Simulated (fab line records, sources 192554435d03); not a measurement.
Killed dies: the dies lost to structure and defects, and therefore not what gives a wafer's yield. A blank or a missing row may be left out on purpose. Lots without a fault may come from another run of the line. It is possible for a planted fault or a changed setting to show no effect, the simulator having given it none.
Chamber matching -- flow n5 finfet -- 4 sister chambers for N5_MIM_TOP_ALD_00 on ald hk-02
The step deposits Al2O3, purge time 3 s, co reactant pulse time 3 s. 22 wafers are shown with their chamber, then 11 later ones without.

== WAFERS WITH THEIR CHAMBER ==
wafer,chamber,precursor pulse height rel
L076.1,2,0.951
L076.4,1,0.963
L076.6,2,1.022
L079.1,3,1.017
L079.5,2,0.997
L079.6,3,0.982
L081.2,2,0.991
L081.3,1,1.021
L081.4,0,0.982
L084.3,2,0.995
L084.5,1,0.992
L084.6,0,1.006
L087.3,3,0.983
L087.4,2,1.019
L087.6,2,1.012
L085.2,1,1.001
L085.3,2,0.991
L085.6,3,0.978
L089.1,2,1.004
L089.4,0,1.004
L089.6,3,1.009
L090.1,1,1.020

SIGNATURES (averages over the wafers above)
reading,chamber 0,chamber 1,chamber 2,chamber 3,scatter within a chamber
precursor pulse height rel,0.99733,0.99940,0.99800,0.99380,0.0204
Rule: for each reading, subtract the chamber's mean from the wafer's reading, divide by that reading's scatter and square the result; add these up over the readings and take the root, which gives the wafer's distance from the chamber. The wafer belongs to the nearest chamber; if the next one is less than 2 further off, it can't be placed. The scatter: take each reading less its chamber's mean, square it, sum over the shown wafers, divide by the number of wafers less the number of chambers, and take the root.

== WAFERS WITH NO CHAMBER GIVEN ==
wafer,precursor pulse height rel
L090.3,1.011
L090.6,1.023
L095.2,0.973
L095.4,1.029
L095.6,0.978
L096.1,1.021
L096.2,0.995
L096.3,1.005
L097.1,0.971
L097.2,1.001
L097.5,1.032

== WHICH CHAMBER EACH WENT THROUGH ==
wafer,from the rows above,in truth
L090.3,can't be placed: 1 or 2 or 0 or 3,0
L090.6,can't be placed: 1 or 2 or 0 or 3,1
L095.2,can't be placed: 3 or 0 or 2 or 1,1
L095.4,can't be placed: 1 or 2 or 0 or 3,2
L095.6,can't be placed: 3 or 0 or 2 or 1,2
L096.1,can't be placed: 1 or 2 or 0 or 3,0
L096.2,can't be placed: 3 or 0 or 2 or 1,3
L096.3,can't be placed: 1 or 2 or 0 or 3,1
L097.1,can't be placed: 3 or 0 or 2 or 1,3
L097.2,can't be placed: 1 or 2 or 0 or 3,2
L097.5,can't be placed: 1 or 2 or 0 or 3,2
Correctly placed: 0 of 11. Can't be placed from these rows: 11 (the true chamber is among the candidates in 11). Number placed wrongly: 0.
